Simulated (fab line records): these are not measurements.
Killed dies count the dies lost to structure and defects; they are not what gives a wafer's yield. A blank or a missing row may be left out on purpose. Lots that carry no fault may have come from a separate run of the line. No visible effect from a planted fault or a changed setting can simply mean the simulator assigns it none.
fab line records	flow nandHarc
[record] lots = 5	wafers = 15	lastDay = 31
route steps=1302 shown P_STI@105 P_GATE@110
lots untouched by any fault: they come from a run of this same line in which no faults occurred
startH: the number of hours between the record's first day and the start of the first shown wafer of the lot	waitH: hours from the lot's prior step to this one	" as in the row above	L1.1+2: several wafers, shown together as one row	- no value, or no start given	* or withheld: withheld	< > ~ a bound
route shown NAME@n: names a module that has steps shown in the file, with the first one's number in the route	usual: mean/standard deviation of fault-free wafers	same: alike in all rows	chamber/n: place in a boat	sites: each site's reading	_std_site: how widely they spread, as a standard deviation	_edge_site: mean of outer sites minus mean of inner sites	radiusMm: how far each site lies from the wafer's centre	mask NAME#n: copy n	behind: the most recent tool/chamber to have shaped the wafer	hold: why the lot went on hold/how many hours it stayed there/how the hold came to an end	device: the transistor (n, p or np) that didn't switch	end of line: tests of these same wafers at the route's end	a step given without rows: its recipe and nothing more	killed: dies lost to structure and defects at the first sort, not the wafer's yield	map: a wafer's dies, x killed, . not, _ none there
set.NAME: the setting the step ran with; set.NAME@STEP: the setting that earlier step ran with	model.NAME: the simulator's own value behind a step, which no gauge read
lots seen at some steps along the route; tables by step, rows by wafer
services: the hour from which a tool's chamber was out of use, counted from the record's first day as startH (under 0 if before that day), plus the number of hours and why
[[steps]]
[step NHARC_P_STI_ETCH_37]
[recipe] targetDepthA = 110	chemistry = dHF	material = SiO2
lot.wafer	tool	chamber	startH	waitH
L074.5+6+1	wetBench-07	3,4,6	-	-
L083.1+4+5	wetBench-05	6,7,3	-	-
L086.3+2+1	wetBench-05	2,3,4	-	-
L087.6+1+5	wetBench-05	2,4,5	-	-
L091.6+4+2	wetBench-06	5,0,1	-	-
[step NHARC_P_STI_PRECLEAN_38]
[recipe] timeS = *	tempC = 50	bathAgeMin = 0	chemistry = SC1
[usual] bathGuardTempC = 50.1/0.46	sc1H2o2EndMolL = 0.3698/0.00067
[same] bathAgeMin = 0
lot.wafer	tool	chamber	startH	waitH	bathGuardTempC	sc1H2o2EndMolL
L074.5	wetBench-07	3	-	-	50.5	0.3688
L074.6	"	4	"	"	50.0	0.3695
L074.1	"	6	"	"	49.7	0.3707
L083.1	wetBench-05	6	-	-	50.2	0.3691
L083.4	"	7	"	"	50.3	0.3690
L083.5	"	3	"	"	48.7	0.3703
L086.3	wetBench-05	2	-	-	50.7	0.3698
L086.2	"	3	"	"	49.1	0.3701
L086.1	"	4	"	"	50.5	0.3696
L087.6	wetBench-05	2	-	-	50.2	0.3679
L087.1	"	4	"	"	50.0	0.3704
L087.5	"	5	"	"	49.6	0.3689
L091.6	wetBench-06	5	-	-	50.1	0.3698
L091.4	"	0	"	"	50.5	0.3696
L091.2	"	1	"	"	49.6	0.3697
[step NHARC_P_STI_SRD_39]
lot.wafer	tool	chamber	startH	waitH
L074.5+6+1	wetBench-07	3,4,6	-	-
L083.1+4+5	wetBench-05	6,7,3	-	-
L086.3+2+1	wetBench-05	2,3,4	-	-
L087.6+1+5	wetBench-05	2,4,5	-	-
L091.6+4+2	wetBench-06	5,0,1	-	-
[step NHARC_P_STI_OXIDE_40]
[recipe] targetThkA = 100	tempC = 900	oxTimeS = 1362	material = SiO2
[usual] spikeTcTopC = 910.3/2.4	zonePowerBottomPct = 29.6/3
[same] oxTimeS = 1362
lot.wafer	tool	chamber	startH	waitH	spikeTcTopC	zonePowerBottomPct
L074.1	furnace-02	0	69.93	-	905.8	32.9
L074.5	"	0	"	"	907.5	33.1
L074.6	"	0	"	"	910.0	32.8
L083.1	furnace-04	0	156.34	-	911.3	27.9
L083.4	"	0	"	"	912.6	27.9
L083.5	"	0	"	"	912.2	28.2
L086.1	furnace-02	0	187.43	-	908.1	34.1
L086.2	"	0	"	"	908.9	33.3
L086.3	"	0	"	"	907.2	33.2
L087.1	furnace-04	0	194.72	-	915.2	28.0
L087.5	"	0	"	"	910.9	28.1
L087.6	"	0	"	"	914.1	28.4
L091.2	furnace-04	0	240.69	-	912.1	28.8
L091.4	"	0	"	"	912.8	28.5
L091.6	"	0	"	"	913.0	28.2
[step NHARC_P_STI_INSPECT_25]
[usual] rawDefectCount = 203/67
lot.wafer	tool	chamber	startH	waitH	rawDefectCount
L074.1	defectInspect-02	-	74.04	0.4	98
L074.5	"	-	"	"	103
L074.6	"	-	"	"	140
L083.1	defectInspect-02	-	160.41	0.4	267
L083.4	"	-	"	"	288
L083.5	"	-	"	"	270
L086.1	defectInspect-02	-	191.53	0.4	234
L086.2	"	-	"	"	198
L086.3	"	-	"	"	227
L087.1	defectInspect-02	-	198.74	0.4	178
L087.5	"	-	"	"	223
L087.6	"	-	"	"	203
L091.2	defectInspect-01	-	244.72	0.4	178
L091.4	"	-	"	"	128
L091.6	"	-	"	"	216
[step NHARC_P_GATE_ETCH_69]
[recipe] targetDepthA = 140	chemistry = dHF	material = SiO2
lot.wafer	tool	chamber	startH	waitH
L074.1+6+5	wetBench-09	1,4,6	74.09	0.1
L083.4+5+1	wetBench-03	6,7,2	160.46	0.0
L086.3+1+2	wetBench-03	2,5,6	191.58	0.0
L087.6+5+1	wetBench-03	4,7,0	198.79	0.0
L091.2+4+6	wetBench-03	5,6,7	244.79	0.1
[step NHARC_P_GATE_PRECLEAN_70]
[recipe] timeS = *	tempC = 50	bathAgeMin = 0	chemistry = SC1
[usual] bathGuardTempC = 50.0/0.47	sc1H2o2EndMolL = 0.3697/0.00065
[same] bathAgeMin = 0
lot.wafer	tool	chamber	startH	waitH	bathGuardTempC	sc1H2o2EndMolL
L074.1	wetBench-09	1	74.19	0.1	49.8	0.3691
L074.6	"	4	"	"	50.5	0.3692
L074.5	"	6	"	"	50.2	0.3701
L083.4	wetBench-03	6	160.65	0.2	49.6	0.3686
L083.5	"	7	"	"	49.8	0.3695
L083.1	"	2	"	"	49.8	0.3687
L086.3	wetBench-03	2	191.67	0.1	49.9	0.3697
L086.1	"	5	"	"	49.5	0.3691
L086.2	"	6	"	"	49.7	0.3690
L087.6	wetBench-03	4	198.88	0.1	50.0	0.3702
L087.5	"	7	"	"	49.9	0.3700
L087.1	"	0	"	"	49.9	0.3714
L091.2	wetBench-03	5	244.87	0.1	49.9	0.3701
L091.4	"	6	"	"	49.9	0.3700
L091.6	"	7	"	"	49.9	0.3698
[step NHARC_P_GATE_SRD_01]
lot.wafer	tool	chamber	startH	waitH
L074.1+6+5	wetBench-09	1,4,6	-	-
L083.4+5+1	wetBench-03	6,7,2	-	-
L086.3+1+2	wetBench-03	2,5,6	-	-
L087.6+5+1	wetBench-03	4,7,0	-	-
L091.2+4+6	wetBench-03	5,6,7	-	-
[step NHARC_P_GATE_OXIDE_02]
[recipe] targetThkA = 375	tempC = 950	pH2oTorr = 720	oxTimeS = 365	material = SiO2
[usual] spikeTcTopC = 961/3.2	zonePowerBottomPct = 28.9/2.1
[same] oxTimeS = 365
lot.wafer	tool	chamber	startH	waitH	spikeTcTopC	zonePowerBottomPct
L074.1	furnace-03	0	77.53	-	958	29.0
L074.5	"	0	"	"	958	28.8
L074.6	"	0	"	"	960	28.7
L083.1	furnace-07	0	164.82	-	957	26.0
L083.4	"	0	"	"	959	26.0
L083.5	"	0	"	"	955	26.6
L086.1	furnace-07	0	198.41	-	958	26.1
L086.2	"	0	"	"	958	25.9
L086.3	"	0	"	"	960	25.8
L087.1	furnace-03	0	202.23	-	959	28.5
L087.5	"	0	"	"	960	28.7
L087.6	"	0	"	"	959	28.7
L091.2	furnace-06	0	248.44	-	965	31.7
L091.4	"	0	"	"	965	31.0
L091.6	"	0	"	"	964	31.6
[step NHARC_P_GATE_DEHYDRATE_03]
[recipe] tempC = 150	timeS = 120
[usual] chillPlateTempC = 23.01/0.11	exhaustPa = 45.1/0.93
lot.wafer	tool	chamber	startH	waitH	chillPlateTempC	exhaustPa
L074.1	lithoTrack-05	0	82.10	0.4	23.11	46.3
L074.5	"	0	"	"	23.14	45.9
L074.6	"	0	"	"	23.09	47.2
L083.1	lithoTrack-03	0	169.40	0.4	22.97	44.4
L083.4	"	0	"	"	22.86	44.2
L083.5	"	0	"	"	22.82	43.4
L086.1	lithoTrack-05	0	202.99	0.4	22.98	46.5
L086.2	"	0	"	"	23.04	44.9
L086.3	"	0	"	"	23.11	44.7
L087.1	lithoTrack-07	0	206.74	0.4	22.97	45.1
L087.5	"	0	"	"	22.91	44.6
L087.6	"	0	"	"	22.99	45.4
L091.2	lithoTrack-05	0	253.02	0.4	22.77	45.8
L091.4	"	0	"	"	22.69	45.7
L091.6	"	0	"	"	22.90	44.9
[step NHARC_P_GATE_HMDS_04]
[recipe] timeS = 30
[usual] chillPlateTempC = 23.03/0.11	exhaustPa = 45.1/0.87
lot.wafer	tool	chamber	startH	waitH	chillPlateTempC	exhaustPa
L074.1	lithoTrack-05	0	-	-	23.06	44.4
L074.5	"	0	"	"	23.05	44.6
L074.6	"	0	"	"	23.07	44.4
L083.1	lithoTrack-03	0	-	-	22.99	44.5
L083.4	"	0	"	"	23.06	45.6
L083.5	"	0	"	"	23.26	45.3
L086.1	lithoTrack-05	0	-	-	22.90	45.0
L086.2	"	0	"	"	23.11	46.1
L086.3	"	0	"	"	22.85	44.4
L087.1	lithoTrack-07	0	-	-	22.96	45.8
L087.5	"	0	"	"	22.98	47.2
L087.6	"	0	"	"	23.01	45.0
L091.2	lithoTrack-05	0	-	-	22.97	45.6
L091.4	"	0	"	"	23.07	45.6
L091.6	"	0	"	"	23.08	46.5
[step NHARC_P_GATE_COAT_05]
[recipe] spinRpm = 4690
[usual] chillPlateTempC = 23.00/0.097	exhaustPa = 45.1/0.83
lot.wafer	tool	chamber	startH	waitH	chillPlateTempC	exhaustPa
L074.1	lithoTrack-05	0	-	-	22.82	44.8
L074.5	"	0	"	"	22.92	43.8
L074.6	"	0	"	"	22.93	45.3
L083.1	lithoTrack-03	0	-	-	22.96	44.0
L083.4	"	0	"	"	23.03	43.7
L083.5	"	0	"	"	22.91	45.7
L086.1	lithoTrack-05	0	-	-	23.11	45.0
L086.2	"	0	"	"	23.06	45.5
L086.3	"	0	"	"	23.02	44.9
L087.1	lithoTrack-07	0	-	-	23.06	46.3
L087.5	"	0	"	"	22.99	45.4
L087.6	"	0	"	"	23.13	44.3
L091.2	lithoTrack-05	0	-	-	23.09	44.7
L091.4	"	0	"	"	23.04	46.1
L091.6	"	0	"	"	23.04	45.3
[step NHARC_P_GATE_SOFTBAKE_06]
[recipe] tempC = 122	timeS = 95
[usual] chillPlateTempC = 23.03/0.11	exhaustPa = 44.9/0.86
lot.wafer	tool	chamber	startH	waitH	chillPlateTempC	exhaustPa
L074.1	lithoTrack-05	0	-	-	23.10	44.3
L074.5	"	0	"	"	22.92	46.2
L074.6	"	0	"	"	23.14	45.3
L083.1	lithoTrack-03	0	-	-	22.85	45.1
L083.4	"	0	"	"	22.80	45.1
L083.5	"	0	"	"	22.93	44.5
L086.1	lithoTrack-05	0	-	-	23.02	45.5
L086.2	"	0	"	"	22.95	44.2
L086.3	"	0	"	"	23.04	44.0
L087.1	lithoTrack-07	0	-	-	22.93	44.6
L087.5	"	0	"	"	22.89	44.5
L087.6	"	0	"	"	22.88	44.3
L091.2	lithoTrack-05	0	-	-	23.15	46.5
L091.4	"	0	"	"	22.92	44.7
L091.6	"	0	"	"	23.04	46.4
[step NHARC_P_GATE_EBR_07]
[usual] chillPlateTempC = 22.98/0.11	exhaustPa = 45.1/0.93
lot.wafer	tool	chamber	startH	waitH	chillPlateTempC	exhaustPa
L074.1	lithoTrack-05	0	-	-	23.08	47.2
L074.5	"	0	"	"	23.08	44.4
L074.6	"	0	"	"	23.08	44.8
L083.1	lithoTrack-03	0	-	-	22.73	46.3
L083.4	"	0	"	"	22.79	46.0
L083.5	"	0	"	"	22.86	47.2
L086.1	lithoTrack-05	0	-	-	23.19	45.0
L086.2	"	0	"	"	23.07	45.7
L086.3	"	0	"	"	22.99	45.8
L087.1	lithoTrack-07	0	-	-	23.03	44.7
L087.5	"	0	"	"	22.91	44.7
L087.6	"	0	"	"	23.03	45.4
L091.2	lithoTrack-05	0	-	-	22.97	43.7
L091.4	"	0	"	"	23.07	43.8
L091.6	"	0	"	"	22.88	44.5
[step NHARC_P_GATE_EXPOSE_08]
[recipe] na = 0.6	doseMj = 16.75	maskId = P_HV
[usual] exposureDoseMJCm2 = 16.749/0.015
lot.wafer	tool	chamber	startH	waitH	mask	exposureDoseMJCm2
L074.1	krfScanner-03	0	82.37	-	P_HV#0	16.755
L074.5	"	0	"	"	P_HV#0	16.749
L074.6	"	0	"	"	P_HV#0	16.749
L083.1	krfScanner-04	0	169.55	-	P_HV#0	16.734
L083.4	"	0	"	"	P_HV#0	16.753
L083.5	"	0	"	"	P_HV#0	16.754
L086.1	krfScanner-03	0	203.26	-	P_HV#0	16.770
L086.2	"	0	"	"	P_HV#0	16.722
L086.3	"	0	"	"	P_HV#0	16.777
L087.1	krfScanner-04	0	207.01	-	P_HV#0	16.741
L087.5	"	0	"	"	P_HV#0	16.759
L087.6	"	0	"	"	P_HV#0	16.746
L091.2	krfScanner-01	0	253.29	-	P_HV#0	16.766
L091.4	"	0	"	"	P_HV#0	16.758
L091.6	"	0	"	"	P_HV#0	16.750
[step NHARC_P_GATE_PEB_09]
[recipe] pebTempC = 118	pebTimeS = 85
[usual] chillPlateTempC = 22.99/0.098	exhaustPa = 45.0/0.86
lot.wafer	tool	chamber	startH	waitH	chillPlateTempC	exhaustPa
L074.1	lithoTrack-05	0	82.44	0.1	22.94	44.0
L074.5	"	0	"	"	22.97	43.8
L074.6	"	0	"	"	23.01	44.5
L083.1	lithoTrack-03	0	169.61	0.1	23.14	44.3
L083.4	"	0	"	"	22.96	46.4
L083.5	"	0	"	"	22.95	45.3
L086.1	lithoTrack-07	0	203.32	0.1	23.03	45.3
L086.2	"	0	"	"	22.92	44.2
L086.3	"	0	"	"	22.95	44.5
L087.1	lithoTrack-03	0	207.08	0.1	22.96	46.4
L087.5	"	0	"	"	23.07	45.3
L087.6	"	0	"	"	22.95	45.7
L091.2	lithoTrack-03	0	253.35	0.1	22.95	46.1
L091.4	"	0	"	"	23.07	47.1
L091.6	"	0	"	"	23.01	45.7
[[services]]
tool	chamber	startH	hours	kind
wetBench-03	0	42.40	-	consumableReplace:bath
wetBench-03	0	42.40	-	consumableReplace:filter
wetBench-03	1	42.40	-	consumableReplace:bath
wetBench-03	1	42.40	-	consumableReplace:filter
wetBench-03	2	42.40	-	consumableReplace:bath
krfScanner-03	-	52.00	4.0	pm
krfScanner-04	-	63.06	2.1	repair
lithoTrack-07	-	76.00	7.0	pm
krfScanner-03	-	76.31	0.5	repair
wetBench-05	-	84.80	8.0	pm
lithoTrack-03	-	100.00	7.0	pm
krfScanner-04	-	109.23	1.0	repair
lithoTrack-05	-	124.03	7.0	pm
krfScanner-01	-	140.00	4.0	pm
wetBench-07	-	160.00	8.0	pm
wetBench-09	-	176.80	8.0	pm
wetBench-06	-	181.13	1.2	repair
krfScanner-04	-	182.00	4.0	pm
wetBench-06	-	193.75	8.0	pm
wetBench-03	-	210.40	8.0	pm
wetBench-06	-	215.46	0.9	repair
wetBench-07	-	222.59	57.9	repair
krfScanner-03	-	224.00	4.0	pm
lithoTrack-07	-	251.00	7.0	pm
[[key]]
fault none
